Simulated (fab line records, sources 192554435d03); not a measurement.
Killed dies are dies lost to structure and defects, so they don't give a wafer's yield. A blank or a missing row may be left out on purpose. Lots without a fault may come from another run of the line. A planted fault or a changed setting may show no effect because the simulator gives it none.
Split-lot experiment | flow n5_finfet | 7 lots, 21 wafers read, on a route of 1938 steps

THE SPLIT
At N5_MOL_CONTACT_COAG_ALD_27 (deposits SiOC, target thk 17 nm, pulse time 1.5 s, time 2720 s), the setting ald_cycles was moved away from the recipe's 340 on 5 of the 21 wafers read, by +4.4% to +8.8%. The other wafers ran this setting at the recipe's value.

The reading is taken at the split's own step.

THE READING
SiOC_of_MOL_CONTACT_COAG_ALD_27.thk_nm (the simulator's own value, which no gauge read), in nm, at N5_MOL_CONTACT_COAG_ALD_27 (deposits SiOC, target thk 17 nm, pulse time 1.5 s, time 2720 s). The file gives no usual value for it. The 16 wafers here that ran the recipe average 16.9 nm, standard deviation 0.093 nm.

wafer  | tool, chamber at the split | ald_cycles as run | against the recipe | SiOC_of_MOL_CONTACT_COAG_ALD_27.thk_nm, nm | against lot-mates on the recipe
L080.2 | ald_sin-01, 3              | 360               | +5.9%              | 18                                         | +1.0
L080.4 | ald_sin-01, 0              | 360               | +5.9%              | 18.2                                       | +1.2
L080.6 | ald_sin-01, 3              | 340               | recipe             | 17                                         | -
L082.1 | ald_sin-02, 3              | 370               | +8.8%              | 18.4                                       | +1.4
L082.2 | ald_sin-02, 2,0            | 340               | recipe             | 17                                         | -
L082.3 | ald_sin-02, 2,0            | 340               | recipe             | 17                                         | -
L083.1 | ald_sin-01, 2              | 355               | +4.4%              | 17.6                                       | +0.7
L083.2 | ald_sin-01, 0              | 340               | recipe             | 16.8                                       | -
L083.5 | ald_sin-01, 2              | 340               | recipe             | 17                                         | -
L086.1 | ald_sin-02, 1,2,3          | 340               | recipe             | 17                                         | -
L086.3 | ald_sin-02, 1,2,3          | 340               | recipe             | 17                                         | -
L086.6 | ald_sin-02, 1,2,3          | 340               | recipe             | 17                                         | -
L090.2 | ald_sin-01, 2              | 340               | recipe             | 17                                         | -
L090.6 | ald_sin-01, 2              | 340               | recipe             | 17                                         | -
L090.4 | ald_sin-01, 0              | 365               | +7.4%              | 18.2                                       | +1.2
L091.2 | ald_sin-01, 3              | 340               | recipe             | 17                                         | -
L091.4 | ald_sin-01, 0              | 340               | recipe             | 16.8                                       | -
L091.6 | ald_sin-01, 0              | 340               | recipe             | 16.8                                       | -
L094.3 | ald_sin-02, 1,3            | 340               | recipe             | 16.8                                       | -
L094.5 | ald_sin-02, 1,3            | 340               | recipe             | 16.8                                       | -
L094.6 | ald_sin-02, 2              | 340               | recipe             | 17                                         | -
Where a row lists several chambers, the file gives one row for several wafers and doesn't say which wafer went through which chamber.

THE FIT
A straight line over all 21 wafers: SiOC_of_MOL_CONTACT_COAG_ALD_27.thk_nm changes by +0.176 nm for each +1% of ald_cycles; r = +0.98; the points scatter about the line by 0.11 nm.
The same after taking each lot's own level away (the mean of its wafers on the recipe; 21 wafers): +0.168 nm for each +1%; r = +0.99; scatter 0.082 nm.
On that fit, the largest move of ald_cycles shifts the reading by 1.5 nm.
The lots' own levels span 16.87 to 17.00 nm, that is 1.4 times the standard deviation above.
So the lot-to-lot level changes the slope little: the two slopes agree.
Check: with one of the wafers moved furthest among these (+8.8%) left out of the fit, the line predicts +1.54 nm for it against its lot-mates. It came out at +1.4 nm against them.

OTHER SPLITS ON THESE WAFERS
These wafers also went through other splits before the reading. Each is held against what the fit with the lots' levels taken away leaves over:
other split on the same wafers        | wafers away from the commonest value | r with SiOC_of_MOL_CONTACT_COAG_ALD_27.thk_nm (lot level and that fit taken away)
N5_HKMG_FIN_ETCH_54 source_w          | 7                                    | -0.11
N5_GATE_CUT_COAT_27 spin_rpm          | 5                                    | +0.06
N5_GATE_CUT_ETCH_36 cf4_flow_sccm     | 5                                    | +0.16
N5_MOL_CONTACT_COAG_EXPOSE_05 dose_mj | 6                                    | -0.36

THE FILE'S OWN FIT
SiOC_of_MOL_CONTACT_COAG_ALD_27.thk_nm changes by +0.165 nm for each +1% of ald_cycles, r = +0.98.
